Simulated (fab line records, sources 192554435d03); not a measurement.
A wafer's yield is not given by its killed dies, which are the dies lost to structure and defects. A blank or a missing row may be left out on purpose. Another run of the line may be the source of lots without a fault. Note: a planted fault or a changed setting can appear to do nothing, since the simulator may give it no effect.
What tool caused it?    flow n5 finfet    36 wafers from 12 lots sampled at 3 of the route's 1938 steps

== WHAT THE GAUGES SHOWED, per wafer ==
N5_BEOL_M3_CD_MEAS_35: target cd 18 nm, target cd y 21 nm.
lot   measured      on         cd nm (nm)
L076  day 7 16:53   cd sem-03  18.0 17.8 17.6
L077  day 7 22:08   cd sem-01  18.5 18.1 17.6
L079  day 8 08:43   cd sem-01  17.7 18.5 17.9
L081  day 8 20:26   cd sem-02  18.4 19.0 19.1
L083  day 9 08:12   cd sem-02  17.5 17.6 17.1
L085  day 9 23:29   cd sem-02  17.8 18.2 17.8
L087  day 10 11:31  cd sem-01  18.3 18.7 18.4
L089  day 10 19:17  cd sem-02  18.2 18.7 17.6
L091  day 11 04:28  cd sem-01  18.8 18.4 18.7
L093  day 11 16:56  cd sem-01  18.8 17.7 18.3
L095  day 12 17:12  cd sem-01  17.5 17.7 16.9
L096  day 13 01:40  cd sem-02  17.6 17.5 18.1

== TOOL THAT RAN EACH LOT (tool first, then ch and the chambers of the sampled wafers, then the start) ==
lot   N5_BEOL_M3_ETCH_63                  N5_BEOL_M3_ETCH_69
L076  rie diel-05 ch 0,1,3, day 7 09:50   rie diel-02 ch 0,2,3, day 7 10:43
L077  rie diel-05 ch 2,3, day 7 17:39     rie diel-06 ch 0,1,2, day 7 18:35
L079  rie diel-06 ch 0,1,2, day 8 03:35   rie diel-02 ch 0,1, day 8 04:41
L081  rie diel-06 ch 1,3, day 8 16:49     rie diel-02 ch 0,3, day 8 17:55
L083  rie diel-05 ch 0,3, day 9 05:58     rie diel-05 ch 0,1,2, day 9 06:52
L085  rie diel-05 ch 2,3, day 9 20:38     rie diel-05 ch 0,1,2, day 9 21:32
L087  rie diel-06 ch 1,2, day 10 08:27    rie diel-02 ch 0,1, day 10 09:27
L089  rie diel-05 ch 1,3, day 10 16:39    rie diel-05 ch 0,1,3, day 10 17:38
L091  rie diel-06 ch 2,3, day 11 02:36    rie diel-06 ch 0,2, day 11 03:28
L093  rie diel-02 ch 1,2,3, day 11 15:00  rie diel-06 ch 2,3, day 11 16:02
L095  rie diel-05 ch 0,1,3, day 12 13:56  rie diel-06 ch 0,1,2, day 12 15:05
L096  rie diel-05 ch 1,3, day 12 21:25    rie diel-05 ch 0,1,3, day 12 22:17
- N5_BEOL_M3_ETCH_63: etches SiARC in CF4, target depth 15.6 nm, time 26 s.
- N5_BEOL_M3_ETCH_69: etches SiARC in CF4, target depth 15.6 nm, time 26 s.

== THE ANSWER, worked out from the rows above alone ==
Rule: the usual values come from the lots themselves. Put in order of their means at a reading, lots are off if they are a third of the lots or fewer, leave a main group of 4 or more, and stand apart from it by a gap of 3 or more times the standard deviation of the main group's means; of several such gaps the widest counts. Not used: any main group whose means are identical at the precision the tables above print for the reading. A lot without any number at a reading at which 4 lots or more have one is off too. Any other lot the step has rows for is counted as sound.
No lot is off at any reading shown: from this, nothing can be told.

== WHAT WAS PUT IN BY THE SIMULATOR ==
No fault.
